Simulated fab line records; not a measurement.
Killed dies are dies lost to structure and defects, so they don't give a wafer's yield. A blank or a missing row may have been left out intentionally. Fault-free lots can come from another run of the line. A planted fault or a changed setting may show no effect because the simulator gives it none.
A struck lot beside a sound one    flow n5Finfet    20 out of 1938 route steps
Sound: wafers L886.2, L886.3, L886.5. Struck: wafers L897.1, L897.3, L897.5. The cause is given at the end.
Each step with rows lists, per side, the tool, then ch with its chambers, then its first start. Under that, the readings that differ: sound wafers    struck wafers    difference of the means    sigmas: that difference in standard deviations of wafers without a fault.
alike: words and numbers the same on both sides, and readings whose means are apart by under 2 such deviations; not compared: readings that were withheld, readings missing a value for some wafer, numbers with overlapping values and no deviation given by the record, and bounds like >300 which may hide the same value.
The two part at a step that has a row with sigmas, a row that says differs or no value, or rows on one side only. When numbers do not overlap yet have no deviation, they are printed without sigmas and do not part them. A reading missing from all wafers of one side parts the sides only when that side holds two or more wafers.

first, 9 steps without rows for these wafers: N5_BEOL_M6_ILD_DEP_00 (deposits SiCOH lowk from DEMS/porogen, target thk 179.75 nm, time 33.4 s); N5_BEOL_M6_CURE_74 (cures SiCOH lowk, time 240 s); N5_BEOL_M6_PECVD_70 (deposits SiO2 from TEOS/O2, target thk 20 nm, time 22.7 s); N5_BEOL_M6_HM_DEP_02 (deposits TiN, target thk 20 nm); N5_BEOL_M6_COAT_59 (time 60 s, resist thk 100 nm); N5_BEOL_M6_COAT_60 (time 60 s, resist thk 35 nm); N5_BEOL_M6_COAT_05 (resist thk 90 nm); N5_BEOL_M6_EBR_07; N5_BEOL_M6_SOFTBAKE_06 (time 60 s).
N5_BEOL_M6_EXPOSE_08: exposes mask M6.
  sound on arfiScanner-02 ch 0, day 12 13:31; struck on arfiScanner-02 ch 0, day 14 17:49
reading            sound              struck             difference  sigmas
exposureDoseMJCm2  68.14 68.14 68.12  65.86 65.86 65.81  -2.29       -32
  alike: mask, stageVelMmS
then, 3 steps without rows for these wafers: N5_BEOL_M6_PEB_09 (peb time 60 s); N5_BEOL_M6_DEVELOP_10 (develop time 30 s); N5_BEOL_M6_DESCUM_16 (chemistry O2, time 7.9 s).
N5_BEOL_M6_ETCH_61: etches SiARC in CF4, target depth 45.5 nm, time 75.8 s.
  sound on rieDiel-03 ch 0,3, day 12 13:45; struck on rieDiel-05 ch 1,3, day 14 18:25
reading                        sound      struck          difference  sigmas
model.BEOL_M6.cdOffsetNm (nm)  0.4 1 0.6  -2.8 -1.8 -2.6  -3.1        
  alike: drypumpMotorCurrentA, etchRfOnTimeS, oesProductAu, rfVppV, showerheadPlenumPTorr, throttleValvePct
  not compared: rfHoursCounterH
then, 3 steps without rows for these wafers: N5_BEOL_M6_ETCH_62 (etches SOC in N2/H2, target depth 110 nm, overetch 22 nm, time 165 s); N5_BEOL_M6_STRIP_68 (strips in N2/H2); N5_BEOL_M6_STRIP_67 (strips in CF4).
N5_BEOL_M6_HM_OPEN_17: chemistry Cl2/BCl3, target TiN, target depth 20 nm, overetch 6 nm.
  sound on rieMetal-03 ch 0,1, day 12 14:00; struck on rieMetal-02 ch 0,1, day 14 18:40
reading                        sound        struck          difference  sigmas
drypumpMotorCurrentA (A)       6.0 6.3 6.2  5.0 5.0 5.9     -0.9        -2
model.BEOL_M6.cdOffsetNm (nm)  0.4 1 0.6    -2.8 -1.4 -2.4  -2.9        
  alike: oesProductAu, throttleValvePct
  not compared: rfHoursCounterH
then, 1 step without rows for these wafers: N5_BEOL_M6_STRIP_19 (strips in O2).
-- a jump in the record: the struck wafers' starts before and after are 4 days apart (it breaks off in module BEOL_M6 and resumes in module PASSIVATION, where the first step shown is number 1936 of the route) --
N5_PASSIVATION_PROBE_49:
  the record has rows for the struck wafers here (prober-02, day 18 16:25) and none for the sound ones

WHERE THEY PART
Last at N5_PASSIVATION_PROBE_49 as far as this record goes, first at N5_BEOL_M6_EXPOSE_08.

WHY: the cause the simulator had injected
Drift in process parameters on arfiScanner-02 at N5_BEOL_M6_EXPOSE_08, starting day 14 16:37. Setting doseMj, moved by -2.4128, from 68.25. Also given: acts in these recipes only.
